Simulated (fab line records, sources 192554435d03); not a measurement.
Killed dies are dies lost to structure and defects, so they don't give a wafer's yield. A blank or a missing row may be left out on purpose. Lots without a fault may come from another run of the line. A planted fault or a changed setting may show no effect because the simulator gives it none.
fab line records | flow n5_finfet
record lots=24 wafers=72 last_day=20
route steps=1938 shown BEOL_M9@1422 BEOL_M10@1474
lots that met no fault: from a run of the same line without faults
start_h: hours from the record's first day to the start of the lot's first wafer shown | wait_h: hours since the lot's step before | " the same as in the row above | L1.1+2: a row that stands for several wafers | - no value, or no start given | * or withheld: withheld | < > ~ a bound
route shown NAME@n: a module of which the file shows steps, and the number in the route of the first | usual: mean/standard deviation of fault-free wafers | same: alike in all rows | chamber/n: place in a boat | sites: the reading at each site | _std_site: their standard deviation | _edge_site: outer sites' mean less inner sites' | radius_mm: how far each site lies from the wafer's centre | mask NAME#n: copy n | behind: the tool/chamber that last shaped the wafer | hold: why the lot was held/for how many hours/how that ended | device: the transistor (n, p or np) that didn't switch | end of line: the same wafers' tests at the end of the route | a step without rows: its recipe alone | killed: dies lost to structure and defects at the first sort, not the wafer's yield | map: a wafer's dies, x killed, . not, _ none there
set.NAME: the setting as run; set.NAME@STEP: as run at that earlier step | model.NAME: the simulator's own value behind a step, which no gauge read
steps of the route over a sample of lots; a table a step, a row a wafer
services: from which hour (start_h, from the record's first day; less than 0 if before it) a tool's chamber was out of use, for how many hours, and why
## steps
# step N5_BEOL_M9_HM_OPEN_17
# recipe chemistry=Cl2/BCl3 target_depth_a=200 overetch_a=60 target=TiN mask_material=SOC ion_energy_ev=150 pressure_mtorr=10 icp_w=1000 bias_w=126 Cl2_flow_sccm=53.25 bcl3_flow_sccm=21.75 Ar_flow_sccm=25
# usual chamber_pressure_mTorr=10.000/0.0096 drypump_motor_current_A=5.9/0.3 mfc_cl2_sccm=53.26/0.16 oes_product_au=0.68/0.045 throttle_valve_pct=22.15/0.15
# columns lot.wafer tool chamber start_h wait_h chamber_pressure_mTorr drypump_motor_current_A mfc_cl2_sccm oes_product_au rf_hours_counter_h throttle_valve_pct
L075.2 rie_metal-02 0 204.16 0.0 9.996 6.2 53.13 0.75 11 22.13
L075.5 " 0 " " 10.002 6.2 53.21 0.75 - 22.13
L075.6 " 1 " " 10.001 5.3 53.27 0.71 - 22.37
L074.2 rie_metal-02 1 209.54 0.0 9.986 5.3 53.30 0.70 22 22.38
L074.4 " 1 " " 10.004 5.3 53.35 0.69 - 22.40
L074.6 " 0 " " 10.002 6.2 53.11 0.75 - 22.15
L076.2 rie_metal-03 1 224.52 0.0 9.988 5.9 53.12 0.69 28 22.23
L076.3 " 1 " " 9.983 5.9 53.46 0.69 - 22.22
L076.4 " 0 " " 10.003 5.9 53.31 0.63 - 21.93
L077.2 rie_metal-03 1 226.40 0.0 9.977 6.0 53.49 0.69 28 22.21
L077.4 " 1 " " 10.002 6.0 53.21 0.69 - 22.21
L077.5 " 1 " " 9.996 6.0 53.16 0.69 - 22.22
L078.1 rie_metal-02 1 226.62 0.0 10.006 5.3 53.37 0.70 23 22.40
L078.2 " 0 " " 9.991 6.2 53.38 0.74 13 22.14
L078.6 " 1 " " 10.004 5.3 53.22 0.69 - 22.37
L079.2 rie_metal-02 1 231.30 0.0 9.986 5.3 53.15 0.70 24 22.39
L079.3 " 0 " " 10.005 6.2 53.34 0.75 - 22.15
L079.4 " 1 " " 10.009 5.3 53.23 0.70 - 22.38
L080.1 rie_metal-03 1 232.13 0.0 10.028 6.0 53.29 0.69 29 22.23
L080.3 " 1 " " 9.996 6.0 53.25 0.70 - 22.24
L080.4 " 0 " " 9.985 6.0 53.32 0.63 - 21.93
L081.3 rie_metal-03 0 236.54 0.1 10.011 5.9 53.08 0.63 - 21.94
L081.5 " 0 " " 10.000 6.0 53.18 0.62 - 21.95
L081.6 " 1 " " 9.999 6.0 53.33 0.71 - 22.19
L082.1 rie_metal-02 1 248.25 0.0 10.005 5.3 53.11 0.69 25 22.39
L082.3 " 1 " " 10.000 5.3 53.04 0.69 - 22.37
L082.5 " 1 " " 9.996 5.3 52.93 0.69 - 22.40
L083.3 rie_metal-03 0 248.90 0.1 10.002 6.0 53.43 0.62 - 21.94
L083.4 " 1 " " 9.994 6.0 53.32 0.70 - 22.22
L083.5 " 0 " " 10.006 6.0 53.37 0.64 - 21.93
L084.2 rie_metal-03 1 252.47 0.0 9.993 5.9 53.29 0.70 30 22.22
L084.5 " 0 " " 9.996 6.0 53.15 0.61 - 21.95
L084.6 " 1 " " 9.988 6.0 53.24 0.69 - 22.22
L085.1 rie_metal-01 1 255.61 0.0 9.995 6.2 53.07 0.66 40 22.09
L085.3 " 0 " " 10.013 5.6 53.43 0.74 - 22.01
L085.6 " 1 " " 10.005 6.2 53.33 0.67 - 22.09
L087.1 rie_metal-03 0 339.27 0.0 10.017 6.0 53.23 0.60 62 21.95
L087.2 " 1 " " 9.982 6.0 53.63 0.67 39 22.24
L087.5 " 1 " " 10.010 5.9 53.48 0.67 - 22.23
L086.1 rie_metal-03 1 351.92 0.0 10.006 6.0 53.04 0.67 39 22.24
L086.5 " 0 " " 9.998 6.0 53.28 0.60 - 21.99
L086.6 " 1 " " 9.998 6.0 53.19 0.66 - 22.27
L088.1 rie_metal-03 0 352.12 0.0 10.013 6.0 52.78 0.60 63 21.94
L088.2 " 1 " " 9.996 6.0 52.92 0.66 39 22.26
L088.4 " 0 " " 9.994 5.9 52.96 0.60 - 21.99
L093.3 rie_metal-01 1 353.20 0.1 10.016 6.2 53.36 0.64 - 22.13
L093.4 " 0 " " 10.005 5.6 53.07 0.73 - 22.04
L093.6 " 1 " " 10.017 6.2 52.98 0.63 - 22.13
L089.3 rie_metal-02 1 353.45 0.1 9.984 5.3 52.94 0.67 - 22.42
L089.4 " 0 " " 10.000 6.2 53.18 0.71 - 22.16
L089.6 " 0 " " 9.999 6.2 52.94 0.72 - 22.16
L096.1 rie_metal-01 0 362.48 0.0 10.000 5.6 53.51 0.71 18 22.02
L096.5 " 0 " " 10.007 5.6 53.26 0.72 - 22.04
L096.6 " 1 " " 10.015 6.2 53.13 0.64 - 22.12
L094.1 rie_metal-01 0 362.75 0.0 9.987 5.6 53.37 0.72 18 22.06
L094.4 " 0 " " 9.998 5.6 53.63 0.71 - 22.04
L094.5 " 0 " " 10.011 5.6 53.48 0.72 - 22.03
L091.3 rie_metal-01 0 365.87 0.1 9.995 5.6 53.30 0.72 - 22.03
L091.5 " 1 " " 10.009 6.2 53.40 0.64 - 22.14
L091.6 " 0 " " 10.012 5.6 53.25 0.72 - 22.02
L090.2 rie_metal-03 1 370.21 0.0 10.006 5.9 53.18 0.67 40 22.26
L090.4 " 1 " " 9.984 5.9 53.26 0.67 - 22.25
L090.5 " 1 " " 9.997 5.9 53.57 0.67 - 22.25
L095.3 rie_metal-02 0 372.96 0.1 10.016 6.2 53.22 0.71 - 22.17
L095.5 " 0 " " 9.996 6.2 53.19 0.72 - 22.16
L095.6 " 1 " " 10.000 5.3 53.34 0.67 - 22.41
L097.4 rie_metal-02 1 375.69 0.1 10.011 5.3 53.17 0.67 - 22.40
L097.5 " 0 " " 10.002 6.2 53.14 0.71 - 22.16
L097.6 " 1 " " 10.018 5.3 53.31 0.67 - 22.41
L092.1 rie_metal-03 1 381.25 0.0 9.997 5.9 53.38 0.66 41 22.26
L092.3 " 1 " " 9.998 5.9 53.35 0.65 - 22.27
L092.5 " 1 " " 9.996 5.9 53.24 0.66 - 22.27
# step N5_BEOL_M9_CD_MEAS_18
# recipe pitch_nm=140 target_cd_nm=70
# usual cd_nm=70.0/0.59
# columns lot.wafer tool chamber start_h wait_h cd_nm
L075.2 cd_sem-01 - 204.34 0.1 69.5
L075.5 " - " " 70.4
L075.6 " - " " 70.0
L074.2 cd_sem-01 - 209.72 0.1 71.6
L074.4 " - " " 70.6
L074.6 " - " " 70.4
L076.2 cd_sem-01 - 224.70 0.1 70.2
L076.3 " - " " 70.4
L076.4 " - " " 70.1
L077.2 cd_sem-03 - 226.67 0.1 70.2
L077.4 " - " " 70.2
L077.5 " - " " 69.6
L078.1 cd_sem-03 - 226.80 0.0 69.8
L078.2 " - " " 70.9
L078.6 " - " " 71.2
L079.2 cd_sem-02 - 231.48 0.1 70.2
L079.3 " - " " 70.0
L079.4 " - " " 71.0
L080.1 cd_sem-01 - 232.31 0.0 70.1
L080.3 " - " " 70.8
L080.4 " - " " 70.9
L081.3 cd_sem-02 - 236.69 0.1 70.0
L081.5 " - " " 69.8
L081.6 " - " " 70.7
L082.1 cd_sem-01 - 248.46 0.1 70.0
L082.3 " - " " 71.4
L082.5 " - " " 70.7
L083.3 cd_sem-01 - 249.24 0.1 70.4
L083.4 " - " " 69.9
L083.5 " - " " 70.3
L084.2 cd_sem-01 - 252.66 0.1 69.4
L084.5 " - " " 70.2
L084.6 " - " " 70.2
L085.1 cd_sem-01 - 255.88 0.0 69.6
L085.3 " - " " 69.1
L085.6 " - " " 69.1
L087.1 cd_sem-03 - 339.46 0.0 70.4
L087.2 " - " " 71.0
L087.5 " - " " 69.6
L086.1 cd_sem-02 - 352.10 0.0 70.1
L086.5 " - " " 68.7
L086.6 " - " " 69.2
L088.1 cd_sem-03 - 352.30 0.0 70.2
L088.2 " - " " 69.8
L088.4 " - " " 69.6
L093.3 cd_sem-03 - 353.35 0.1 70.4
L093.4 " - " " 70.6
L093.6 " - " " 71.0
L089.3 cd_sem-03 - 353.61 0.1 69.6
L089.4 " - " " 70.1
L089.6 " - " " 69.5
L096.1 cd_sem-03 - 362.78 0.1 70.2
L096.5 " - " " 69.9
L096.6 " - " " 71.4
L094.1 cd_sem-02 - 362.94 0.0 70.2
L094.4 " - " " 70.0
L094.5 " - " " 70.9
L091.3 cd_sem-03 - 366.07 0.1 69.5
L091.5 " - " " 68.8
L091.6 " - " " 69.6
L090.2 cd_sem-02 - 370.60 0.1 70.7
L090.4 " - " " 69.6
L090.5 " - " " 70.7
L095.3 cd_sem-03 - 373.11 0.1 70.0
L095.5 " - " " 69.5
L095.6 " - " " 69.6
L097.4 cd_sem-03 - 375.85 0.0 69.8
L097.5 " - " " 69.5
L097.6 " - " " 69.5
L092.1 cd_sem-02 - 381.43 0.0 69.2
L092.3 " - " " 68.9
L092.5 " - " " 69.2
# step N5_BEOL_M9_STRIP_80
# recipe chemistry=N2/H2 time_s=10 power_w=450 temp_c=40 pressure_mtorr=20 rf_frequency_hz=6e+07 bias_power_w=7 n2_flow_sccm=200 h2_flow_sccm=200
# usual chamber_pressure_mTorr=20.002/0.02 drypump_motor_current_A=5.9/0.4 h2_flow_sccm=200.0/0.56 n2_flow_sccm=200.0/0.59 oes_product_au=0.78/0.084 rf_vpp_V=59.2/0.8 showerhead_plenum_p_Torr=2.53/0.076 throttle_valve_pct=23.56/0.26
# columns lot.wafer tool chamber start_h wait_h chamber_pressure_mTorr drypump_motor_current_A h2_flow_sccm n2_flow_sccm oes_product_au rf_hours_counter_h rf_vpp_V showerhead_plenum_p_Torr throttle_valve_pct
L075.2 rie_diel-02 1 - - 20.015 6.4 200.3 199.1 0.72 193 60.2 2.52 23.48
L075.5 " 3 " " 19.971 5.5 200.0 201.1 0.87 - 58.8 2.68 23.41
L075.6 " 2 " " 20.014 6.3 198.7 200.2 0.86 - 59.6 2.57 23.29
L074.2 rie_diel-03 3 - - 19.982 5.7 199.7 199.8 0.95 2 58.8 2.61 23.35
L074.4 " 0 " " 20.022 5.5 199.1 199.5 0.72 - 58.1 2.42 24.06
L074.6 " 1 " " 19.976 5.2 200.0 200.6 0.92 - 60.2 2.59 23.54
L076.2 rie_diel-04 2 - - 19.995 6.0 199.7 200.7 0.70 232 59.9 2.49 23.49
L076.3 " 3 " " 19.979 6.1 200.0 199.8 0.87 56 58.5 2.48 23.53
L076.4 " 1 " " 19.968 5.4 199.6 199.9 0.79 98 59.6 2.45 23.78
L077.2 rie_diel-02 3 - - 19.998 5.5 200.6 200.3 0.87 41 60.0 2.68 23.41
L077.4 " 2 " " 19.980 6.4 200.2 200.5 0.85 53 60.2 2.57 23.28
L077.5 " 3 " " 20.006 5.5 200.6 199.9 0.87 - 59.6 2.68 23.40
L078.1 rie_diel-03 1 - - 19.992 5.2 200.7 199.3 0.92 18 60.5 2.59 23.54
L078.2 " 0 " " 19.990 5.5 199.6 199.9 0.71 189 57.7 2.42 24.06
L078.6 " 1 " " 20.035 5.2 200.7 199.3 0.91 - 60.6 2.59 23.54
L079.2 rie_diel-02 0 - - 20.002 6.3 199.5 200.0 0.70 199 59.8 2.51 23.42
L079.3 " 3 " " 20.024 5.5 200.5 199.6 0.87 42 60.0 2.68 23.40
L079.4 " 1 " " 19.978 6.4 200.5 200.6 0.72 200 57.8 2.51 23.49
L080.1 rie_diel-02 2 - - 20.031 6.4 200.1 200.2 0.85 54 58.8 2.57 23.30
L080.3 " 3 " " 20.005 5.6 199.8 198.9 0.86 42 58.5 2.68 23.39
L080.4 " 0 " " 20.017 6.3 200.1 200.3 0.69 200 58.1 2.51 23.42
L081.3 rie_diel-02 2 - - 20.010 6.4 199.4 199.7 0.84 55 59.3 2.57 23.28
L081.5 " 2 " " 19.981 6.4 200.0 199.3 0.84 - 58.8 2.57 23.30
L081.6 " 1 " " 20.013 6.4 200.4 199.9 0.72 - 59.9 2.51 23.51
L082.1 rie_diel-02 2 - - 20.009 6.4 200.2 200.9 0.84 60 60.0 2.57 23.30
L082.3 " 3 " " 19.980 5.5 200.8 199.7 0.86 49 60.3 2.67 23.40
L082.5 " 0 " " 19.984 6.3 199.9 198.8 0.69 - 58.4 2.50 23.44
L083.3 rie_diel-02 0 - - 20.009 6.3 199.9 199.6 0.69 206 60.7 2.51 23.43
L083.4 " 1 " " 19.943 6.4 200.4 200.5 0.71 207 60.2 2.51 23.50
L083.5 " 0 " " 20.001 6.3 200.6 199.7 0.69 - 60.2 2.51 23.42
L084.2 rie_diel-02 3 - - 20.009 5.5 199.9 200.6 0.85 50 59.3 2.67 23.42
L084.5 " 2 " " 20.019 6.3 200.2 200.2 0.84 - 59.3 2.57 23.30
L084.6 " 1 " " 20.017 6.4 200.5 201.4 0.71 - 59.7 2.51 23.51
L085.1 rie_diel-02 1 - - 19.999 6.4 200.4 199.4 0.71 210 59.3 2.51 23.52
L085.3 " 0 " " 20.003 6.3 200.0 198.8 0.69 209 59.0 2.50 23.45
L085.6 " 0 " " 20.011 6.3 200.3 198.6 0.69 - 59.7 2.50 23.44
L087.1 rie_diel-02 2 - - 19.984 6.4 201.2 199.6 0.80 86 60.0 2.56 23.32
L087.2 " 3 " " 19.987 5.5 199.9 200.3 0.83 74 59.6 2.66 23.43
L087.5 " 1 " " 20.029 6.4 200.0 199.8 0.69 - 59.1 2.50 23.53
L086.1 rie_diel-02 3 - - 19.997 5.5 199.8 199.1 0.82 77 58.3 2.66 23.45
L086.5 " 3 " " 20.006 5.5 200.1 199.5 0.82 - 60.0 2.66 23.45
L086.6 " 0 " " 20.028 6.3 199.6 199.8 0.69 - 60.3 2.49 23.47
L088.1 rie_diel-02 2 - - 19.994 6.4 200.0 200.1 0.80 88 58.1 2.55 23.34
L088.2 " 0 " " 19.972 6.3 200.0 200.4 0.67 234 59.7 2.49 23.46
L088.4 " 1 " " 20.002 6.4 201.1 200.6 0.70 235 59.7 2.50 23.54
L093.3 rie_diel-03 2 - - 20.016 5.7 199.3 199.5 0.89 25 58.8 2.48 23.74
L093.4 " 2 " " 20.030 5.7 199.6 199.4 0.89 - 59.5 2.48 23.73
L093.6 " 0 " " 19.961 5.5 200.2 199.3 0.69 - 57.4 2.41 24.12
L089.3 rie_diel-04 3 - - 20.017 6.1 200.5 200.2 0.84 85 59.3 2.47 23.56
L089.4 " 0 " " 19.996 5.5 199.9 200.4 0.68 243 58.1 2.52 24.09
L089.6 " 0 " " 20.009 5.6 199.4 200.6 0.68 - 59.8 2.52 24.12
L096.1 rie_diel-03 0 - - 20.000 5.4 199.3 199.8 0.69 231 58.4 2.41 24.12
L096.5 " 3 " " 20.007 5.7 200.1 200.0 0.84 - 59.4 2.59 23.40
L096.6 " 0 " " 19.993 5.5 200.3 200.0 0.69 - 60.0 2.41 24.12
L094.1 rie_diel-02 0 - - 19.980 6.3 199.2 200.3 0.68 236 59.5 2.49 23.47
L094.4 " 2 " " 19.990 6.3 200.5 200.1 0.80 91 59.6 2.55 23.35
L094.5 " 3 " " 20.009 5.5 200.4 199.5 0.82 - 59.8 2.66 23.46
L091.3 rie_diel-04 1 - - 19.997 5.4 200.2 199.6 0.75 134 60.1 2.43 23.83
L091.5 " 3 " " 19.986 6.1 200.6 201.0 0.83 - 60.1 2.47 23.56
L091.6 " 0 " " 20.003 5.5 200.3 200.4 0.67 - 59.7 2.51 24.10
L090.2 rie_diel-03 3 - - 20.003 5.7 199.6 200.4 0.84 51 59.0 2.59 23.39
L090.4 " 3 " " 20.017 5.7 199.7 200.3 0.85 - 59.8 2.59 23.39
L090.5 " 0 " " 19.996 5.5 199.5 201.4 0.69 - 58.6 2.40 24.13
L095.3 rie_diel-04 1 - - 20.006 5.4 200.8 200.0 0.76 136 59.0 2.43 23.83
L095.5 " 2 " " 19.985 6.0 199.7 199.8 0.92 - 59.1 2.48 23.23
L095.6 " 3 " " 19.992 6.1 200.1 199.4 0.84 - 58.7 2.47 23.58
L097.4 rie_diel-03 2 - - 19.999 5.7 199.8 199.1 0.88 - 59.6 2.48 23.74
L097.5 " 0 " " 19.996 5.5 200.8 200.8 0.69 - 58.7 2.40 24.14
L097.6 " 3 " " 19.998 5.7 199.4 200.3 0.84 - 59.1 2.59 23.41
L092.1 rie_diel-03 0 - - 20.025 5.5 199.6 201.1 0.68 238 58.6 2.40 24.14
L092.3 " 2 " " 20.010 5.7 199.7 198.8 0.86 36 57.3 2.48 23.75
L092.5 " 3 " " 19.961 5.7 201.1 199.2 0.85 - 58.5 2.58 23.40
# step N5_BEOL_M9_DEGAS_44
# recipe ambient=vacuum temp_c=250 time_s=60
# usual heater_power_w=343/28
# columns lot.wafer tool chamber start_h wait_h heater_power_w
L075.2 pvd_sputter-01 - 208.75 0.5 346
L075.5 " - " " 348
L075.6 " - " " 367
L074.2 pvd_sputter-01 - 214.91 1.6 353
L074.4 " - " " 366
L074.6 " - " " 375
L076.2 pvd_sputter-03 - 226.23 0.2 368
L076.3 " - " " 369
L076.4 " - " " 366
L077.2 pvd_sputter-03 - 228.18 0.2 364
L077.4 " - " " 368
L077.5 " - " " 365
L078.1 pvd_sputter-03 - 228.46 0.3 309
L078.2 " - " " 365
L078.6 " - " " 361
L079.2 pvd_sputter-03 - 233.03 0.4 311
L079.3 " - " " 363
L079.4 " - " " 366
L080.1 pvd_sputter-03 - 234.15 0.3 376
L080.3 " - " " 313
L080.4 " - " " 372
L081.3 pvd_sputter-02 - 238.32 0.2 316
L081.5 " - " " 325
L081.6 " - " " 312
L082.1 pvd_sputter-02 - 250.20 0.3 328
L082.3 " - " " 363
L082.5 " - " " 344
L083.3 pvd_sputter-01 - 251.09 0.2 335
L083.4 " - " " 328
L083.5 " - " " 375
L084.2 pvd_sputter-02 - 254.20 0.2 338
L084.5 " - " " 328
L084.6 " - " " 310
L085.1 pvd_sputter-02 - 258.95 1.7 361
L085.3 " - " " 322
L085.6 " - " " 322
L087.1 pvd_sputter-02 - 345.66 0.8 314
L087.2 " - " " 351
L087.5 " - " " 355
L086.1 pvd_sputter-02 - 355.79 0.3 353
L086.5 " - " " 314
L086.6 " - " " 349
L088.1 pvd_sputter-01 - 356.93 0.4 370
L088.2 " - " " 301
L088.4 " - " " 319
L093.3 pvd_sputter-01 - 357.11 0.2 355
L093.4 " - " " 327
L093.6 " - " " 291
L089.3 pvd_sputter-01 - 357.19 0.2 341
L089.4 " - " " 325
L089.6 " - " " 297
L096.1 pvd_sputter-03 - 365.61 0.5 360
L096.5 " - " " 310
L096.6 " - " " 377
L094.1 pvd_sputter-03 - 366.11 0.8 364
L094.4 " - " " 306
L094.5 " - " " 311
L091.3 pvd_sputter-01 - 369.84 0.4 328
L091.5 " - " " 341
L091.6 " - " " 379
L090.2 pvd_sputter-03 - 374.46 1.1 306
L090.4 " - " " 381
L090.5 " - " " 308
L095.3 pvd_sputter-03 - 374.78 0.2 360
L095.5 " - " " 366
L095.6 " - " " 312
L097.4 pvd_sputter-03 - 379.07 1.2 372
L097.5 " - " " 381
L097.6 " - " " 375
L092.1 pvd_sputter-02 - 383.37 0.3 350
L092.3 " - " " 342
L092.5 " - " " 328
# step N5_BEOL_M9_DEP_56
# recipe material=SiCN target_thk_a=150 temp_c=withheld precursor=3MS/NH3 pressure_torr=3 rf_w=202 time_s=26.5
# usual showerhead_plenum_p_Torr=3.656/0.013 throttle_valve_pct=9.0/0.46
# columns lot.wafer tool chamber start_h wait_h showerhead_plenum_p_Torr throttle_valve_pct
L075.2 pecvd-03 0 210.66 0.0 3.654 9.3
L075.5 " 0 " " 3.655 8.9
L075.6 " 2 " " 3.649 8.5
L074.2 pecvd-03 2 217.17 0.0 3.640 8.4
L074.4 " 1 " " 3.639 8.6
L074.6 " 2 " " 3.639 8.5
L076.2 pecvd-03 0 227.76 0.0 3.675 9.1
L076.3 " 2 " " 3.649 8.7
L076.4 " 2 " " 3.640 8.5
L077.2 pecvd-02 2 229.74 0.0 3.662 8.9
L077.4 " 0 " " 3.658 9.3
L077.5 " 1 " " 3.651 9.0
L078.1 pecvd-04 2 229.97 0.0 3.652 8.7
L078.2 " 0 " " 3.673 8.7
L078.6 " 1 " " 3.661 10.2
L079.2 pecvd-03 2 235.64 0.0 3.649 8.4
L079.3 " 1 " " 3.633 8.4
L079.4 " 1 " " 3.626 8.6
L080.1 pecvd-04 1 236.09 0.0 3.662 9.6
L080.3 " 0 " " 3.669 8.4
L080.4 " 1 " " 3.662 9.8
L081.3 pecvd-03 0 239.78 0.0 3.661 9.0
L081.5 " 0 " " 3.666 8.9
L081.6 " 2 " " 3.650 8.9
L082.1 pecvd-02 0 251.80 0.0 3.663 9.3
L082.3 " 2 " " 3.659 8.6
L082.5 " 2 " " 3.663 8.7
L083.3 pecvd-03 2 252.58 0.0 3.637 8.6
L083.4 " 1 " " 3.625 8.5
L083.5 " 2 " " 3.635 8.8
L084.2 pecvd-04 0 255.92 0.0 3.664 8.8
L084.5 " 1 " " 3.661 9.9
L084.6 " 0 " " 3.674 9.1
L085.1 pecvd-04 1 260.41 0.0 3.663 10.1
L085.3 " 0 " " 3.676 8.5
L085.6 " 1 " " 3.656 10.0
L087.1 pecvd-04 1 347.62 0.0 3.655 9.9
L087.2 " 2 " " 3.657 9.0
L087.5 " 2 " " 3.653 9.1
L086.1 pecvd-04 2 357.73 0.0 3.654 8.6
L086.5 " 2 " " 3.650 9.0
L086.6 " 1 " " 3.666 9.9
L088.1 pecvd-03 0 359.98 0.0 3.667 9.2
L088.2 " 1 " " 3.642 8.5
L088.4 " 1 " " 3.634 8.5
L093.3 pecvd-03 2 360.26 0.0 3.643 8.7
L093.4 " 2 " " 3.652 8.7
L093.6 " 1 " " 3.633 8.2
L089.3 pecvd-02 2 360.53 0.0 3.666 8.8
L089.4 " 0 " " 3.670 9.4
L089.6 " 1 " " 3.647 9.1
L096.1 pecvd-04 2 367.59 0.0 3.643 9.2
L096.5 " 2 " " 3.655 9.1
L096.6 " 1 " " 3.659 9.8
L094.1 pecvd-02 1 367.86 0.0 3.650 8.9
L094.4 " 1 " " 3.643 9.2
L094.5 " 2 " " 3.663 9.0
L091.3 pecvd-02 1 371.40 0.0 3.646 9.0
L091.5 " 0 " " 3.666 9.2
L091.6 " 2 " " 3.660 8.7
L090.2 pecvd-02 0 376.20 0.0 3.662 9.4
L090.4 " 2 " " 3.664 8.8
L090.5 " 0 " " 3.666 9.5
L095.3 pecvd-04 2 376.46 0.0 3.660 9.0
L095.5 " 2 " " 3.649 8.7
L095.6 " 0 " " 3.663 8.7
L097.4 pecvd-04 1 381.19 0.0 3.653 9.9
L097.5 " 2 " " 3.652 9.1
L097.6 " 0 " " 3.675 8.8
L092.1 pecvd-02 2 384.90 0.0 3.659 8.9
L092.3 " 1 " " 3.650 9.0
L092.5 " 2 " " 3.667 8.8
# step N5_BEOL_M10_HM_DEP_02
# recipe material=TiN target_thk_a=200 temp_c=25 chamber_pressure_pa=0.49996
# usual throttle_valve_pct=30.1/1.1
# columns lot.wafer tool chamber start_h wait_h throttle_valve_pct
L075.2 pvd_sputter-03 - 211.53 0.1 30.2
L075.5 " - " " 29.4
L075.6 " - " " 30.8
L074.2 pvd_sputter-02 - 218.53 0.0 30.6
L074.4 " - " " 31.6
L074.6 " - " " 30.4
L076.2 pvd_sputter-03 - 228.67 0.1 30.1
L076.3 " - " " 29.7
L076.4 " - " " 29.0
L077.2 pvd_sputter-03 - 230.64 0.1 29.3
L077.4 " - " " 29.9
L077.5 " - " " 30.9
L078.1 pvd_sputter-02 - 230.83 0.1 28.1
L078.2 " - " " 31.5
L078.6 " - " " 30.7
L079.2 pvd_sputter-03 - 236.49 0.0 29.6
L079.3 " - " " 29.5
L079.4 " - " " 30.8
L080.1 pvd_sputter-02 - 236.94 0.0 30.8
L080.3 " - " " 28.0
L080.4 " - " " 30.1
L081.3 pvd_sputter-03 - 241.23 0.0 29.0
L081.5 " - " " 29.4
L081.6 " - " " 30.1
L082.1 pvd_sputter-03 - 252.66 0.0 29.2
L082.3 " - " " 30.9
L082.5 " - " " 30.2
L083.3 pvd_sputter-03 - 253.44 0.0 29.5
L083.4 " - " " 30.8
L083.5 " - " " 30.8
L084.2 pvd_sputter-01 - 256.79 0.0 31.3
L084.5 " - " " 30.8
L084.6 " - " " 31.4
L085.1 pvd_sputter-03 - 262.60 1.4 29.7
L085.3 " - " " 30.3
L085.6 " - " " 29.2
L087.1 pvd_sputter-02 - 350.98 2.6 30.2
L087.2 " - " " 30.5
L087.5 " - " " 30.8
L086.1 pvd_sputter-02 - 358.59 0.1 31.3
L086.5 " - " " 28.0
L086.6 " - " " 30.4
L088.1 pvd_sputter-01 - 361.38 0.6 30.6
L088.2 " - " " 31.4
L088.4 " - " " 31.2
L093.3 pvd_sputter-02 - 361.65 0.4 27.9
L093.4 " - " " 31.8
L093.6 " - " " 30.0
L089.3 pvd_sputter-02 - 361.91 0.5 30.5
L089.4 " - " " 28.0
L089.6 " - " " 30.1
L096.1 pvd_sputter-01 - 369.48 1.1 31.5
L096.5 " - " " 28.2
L096.6 " - " " 30.6
L094.1 pvd_sputter-02 - 369.76 0.6 30.7
L094.4 " - " " 30.1
L094.5 " - " " 28.1
L091.3 pvd_sputter-01 - 374.42 1.7 30.8
L091.5 " - " " 30.9
L091.6 " - " " 31.1
L090.2 pvd_sputter-02 - 377.16 0.2 30.2
L090.4 " - " " 30.1
L090.5 " - " " 31.4
L095.3 pvd_sputter-02 - 377.74 0.1 30.5
L095.5 " - " " 29.9
L095.6 " - " " 31.4
L097.4 pvd_sputter-02 - 382.63 0.7 30.2
L097.5 " - " " 31.5
L097.6 " - " " 28.2
L092.1 pvd_sputter-01 - 387.23 1.5 31.4
L092.3 " - " " 31.5
L092.5 " - " " 30.6
## services
# columns tool chamber start_h hours kind
rie_diel-03 3 185.10 - clean
rie_diel-03 3 185.10 - consumable_replace:focus_ring
rie_diel-03 3 185.10 14.8 scheduled_down
rie_metal-03 0 187.29 8.3 repair
rie_diel-03 3 204.86 4.9 repair
rie_diel-03 2 206.36 7.5 repair
pecvd-03 0 216.13 2.1 scheduled_down
rie_metal-03 1 242.54 4.7 repair
pecvd-02 1 244.20 30.8 repair
rie_metal-03 0 253.58 10.4 repair
pecvd-04 2 254.70 2.1 scheduled_down
pecvd-03 2 275.27 8.4 repair
pecvd-03 2 287.88 5.5 scheduled_down
pecvd-04 - 289.65 1.4 repair
rie_diel-04 - 291.47 14.6 pm
rie_diel-03 1 298.37 98.2 repair
pvd_sputter-01 - 303.96 11.5 repair
pecvd-03 0 315.61 23.5 repair
pecvd-03 - 355.61 1.0 repair
pecvd-03 1 376.44 2.1 scheduled_down
pecvd-04 1 383.62 - clean
pecvd-04 1 383.62 - consumable_replace:showerhead
pecvd-04 1 383.62 29.0 scheduled_down
pecvd-04 1 383.62 29.0 vent_cycle
## key
fault none
